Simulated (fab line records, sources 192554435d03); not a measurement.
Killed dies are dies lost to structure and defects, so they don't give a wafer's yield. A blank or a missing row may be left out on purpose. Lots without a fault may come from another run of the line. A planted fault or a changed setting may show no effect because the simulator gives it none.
Chamber matching | flow n5_finfet | N5_BEOL_M0_SAQP_ETCH_84 on rie_diel-04: 4 sister chambers
The step etches SOC in N2/H2, target depth 100 nm, overetch 20 nm, time 150 s. 14 wafers are shown with their chamber, then 7 later ones without.

WAFERS WITH THEIR CHAMBER
wafer  | chamber | throttle_valve_pct (%) | showerhead_plenum_p_Torr (Torr) | oes_product_au (a.u.)
L075.1 | 0       | 17.98                  | 2.52                            | 0.66
L075.4 | 2       | 18.01                  | 2.64                            | 0.67
L075.5 | 1       | 17.52                  | 2.65                            | 0.67
L077.1 | 1       | 17.52                  | 2.64                            | 0.67
L077.2 | 2       | 18.01                  | 2.64                            | 0.67
L077.4 | 0       | 18.00                  | 2.51                            | 0.66
L083.3 | 1       | 17.54                  | 2.64                            | 0.67
L083.4 | 2       | 18.03                  | 2.64                            | 0.66
L083.5 | 1       | 17.52                  | 2.64                            | 0.67
L084.1 | 0       | 18.01                  | 2.51                            | 0.65
L084.2 | 3       | 17.75                  | 2.63                            | 0.62
L084.5 | 0       | 18.01                  | 2.51                            | 0.65
L090.1 | 0       | 18.04                  | 2.50                            | 0.64
L090.2 | 1       | 17.55                  | 2.63                            | 0.66

SIGNATURES (means of the wafers above)
reading                  | chamber 0 | chamber 1 | chamber 2 | chamber 3 | scatter within a chamber
throttle_valve_pct       | 18.0080   | 17.5300   | 18.0167   | 17.7500   | 0.0172
showerhead_plenum_p_Torr | 2.5100    | 2.6400    | 2.6400    | 2.6300    | 0.00632
oes_product_au           | 0.6520    | 0.6680    | 0.6667    | 0.6200    | 0.00653
Rule: a wafer's distance from a chamber is the root of the sum, over the readings, of the square of ((its reading less the chamber's mean) divided by the reading's scatter). The wafer belongs to the nearest chamber; if the next one is less than 2 further off, it can't be placed. The scatter: the root of (the sum of the squares of (reading less its chamber's mean) over the shown wafers, divided by (wafers less chambers)).

WAFERS WITHOUT THEIR CHAMBER
wafer  | throttle_valve_pct (%) | showerhead_plenum_p_Torr (Torr) | oes_product_au (a.u.)
L090.6 | 17.29                  | 2.62                            | 0.89
L096.1 | 17.59                  | 2.63                            | 0.65
L096.4 | 18.08                  | 2.50                            | 0.64
L096.5 | 18.05                  | 2.50                            | 0.64
L097.1 | 17.58                  | 2.63                            | 0.65
L097.4 | 18.07                  | 2.50                            | 0.64
L097.6 | 17.31                  | 2.62                            | 0.85

WHICH CHAMBER EACH WENT THROUGH
wafer  | from the rows above | in truth
L090.6 | 1                   | 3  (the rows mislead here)
L096.1 | 1                   | 1
L096.4 | 0                   | 0
L096.5 | 0                   | 0
L097.1 | 1                   | 1
L097.4 | 0                   | 0
L097.6 | 1                   | 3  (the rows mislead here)
Placed correctly: 5 of 7. Can't be placed from these rows: 0. Placed wrongly: 2.
